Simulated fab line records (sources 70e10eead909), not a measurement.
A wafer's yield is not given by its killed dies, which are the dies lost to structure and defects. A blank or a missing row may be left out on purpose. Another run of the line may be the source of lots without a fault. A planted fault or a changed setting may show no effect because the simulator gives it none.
Check of tool commonality + flow nand_harc + Lots sampled 2, wafers sampled 6

## WHAT PROMPTED THE OPENING
At NHARC_END_SORT_01 the reading killed_at_array is flagged on 2 of 2 lots. Wafers without a fault read 27, standard deviation 8.8.
Rule: a lot is flagged when every wafer of it that has a number lies more than 4 standard deviations from that mean, or none has a number. As for the other lots, they are considered sound.

| lot  | measured     | on        | killed_at_array, wafer by wafer | flag    |
|------|--------------|-----------|---------------------------------|---------|
| L542 | day 21 17:55 | prober-01 | 84 85 80                        | FLAGGED |
| L544 | day 22 13:04 | prober-02 | 78 89 89                        | FLAGGED |
The numbers of the flagged lots are 84 on average: +57 against the usual, or +6 standard deviations.

## LOT BY LOT: THE TOOL USED
3 process steps preceding the reading are held in the record, out of 1159 steps in the route. Every cell lists first the tool, next ch and the chambers used by the sampled wafers, and last the start.
| lot  | flag    | NHARC_A_ONON_D1_DEP_25           | NHARC_THIN_TSV_DEP_47           | NHARC_THIN_TSV_DEGAS_53      |
|------|---------|----------------------------------|---------------------------------|------------------------------|
| L542 | FLAGGED | pecvd_onon-03 ch 0, day 10 09:58 | pecvd-02 ch 0,1,2, day 20 23:19 | pvd_sputter-02, day 21 02:14 |
| L544 | FLAGGED | pecvd_onon-03 ch 0, day 10 19:11 | pecvd-04 ch 0,1,2, day 22 00:14 | pvd_sputter-02, day 22 03:06 |
What is done by these steps:
- NHARC_A_ONON_D1_DEP_25: target thk 1000 nm.
- NHARC_THIN_TSV_DEP_47: deposits SiO2, target thk 200 nm.
- NHARC_THIN_TSV_DEGAS_53: time 60 s.
- NHARC_END_SORT_01

## FLAGGED AGAINST TOTAL, ONE TOOL AT A TIME (gauges that did the reading follow at the end)
| step                    | tool           | lots run | flagged | share of the flagged lots | sound lots run after its first flagged lot |
|-------------------------|----------------|----------|---------|---------------------------|--------------------------------------------|
| NHARC_A_ONON_D1_DEP_25  | pecvd_onon-03  | 2        | 2       | all                       | 0                                          |
| NHARC_THIN_TSV_DEP_47   | pecvd-02       | 1        | 1       | some                      | 0                                          |
| NHARC_THIN_TSV_DEP_47   | pecvd-04       | 1        | 1       | some                      | 0                                          |
| NHARC_THIN_TSV_DEGAS_53 | pvd_sputter-02 | 2        | 2       | all                       | 0                                          |
| NHARC_END_SORT_01       | prober-01      | 1        | 1       | some                      | 0                                          |
| NHARC_END_SORT_01       | prober-02      | 1        | 1       | some                      | 0                                          |

## WHAT THE TABLE PERMITS
In 2 table rows, all flagged lots were run: pecvd_onon-03 (NHARC_A_ONON_D1_DEP_25), pvd_sputter-02 (NHARC_THIN_TSV_DEGAS_53).
- pecvd_onon-03 at NHARC_A_ONON_D1_DEP_25 ran 2 lots, 2 of them flagged. Because this sample shows no sound lot run on it before its first flagged lot, the start cannot be pinned down more closely.
- pvd_sputter-02 at NHARC_THIN_TSV_DEGAS_53 ran 2 lots, 2 of them flagged. Because this sample shows no sound lot run on it before its first flagged lot, the start cannot be pinned down more closely.
These 2 tools cannot be told apart by counting lots, since each of them fits a fault that started at some hour. More lots, or a look at what each step does to the wafer, might.

## WHAT THE SIMULATOR PUT IN
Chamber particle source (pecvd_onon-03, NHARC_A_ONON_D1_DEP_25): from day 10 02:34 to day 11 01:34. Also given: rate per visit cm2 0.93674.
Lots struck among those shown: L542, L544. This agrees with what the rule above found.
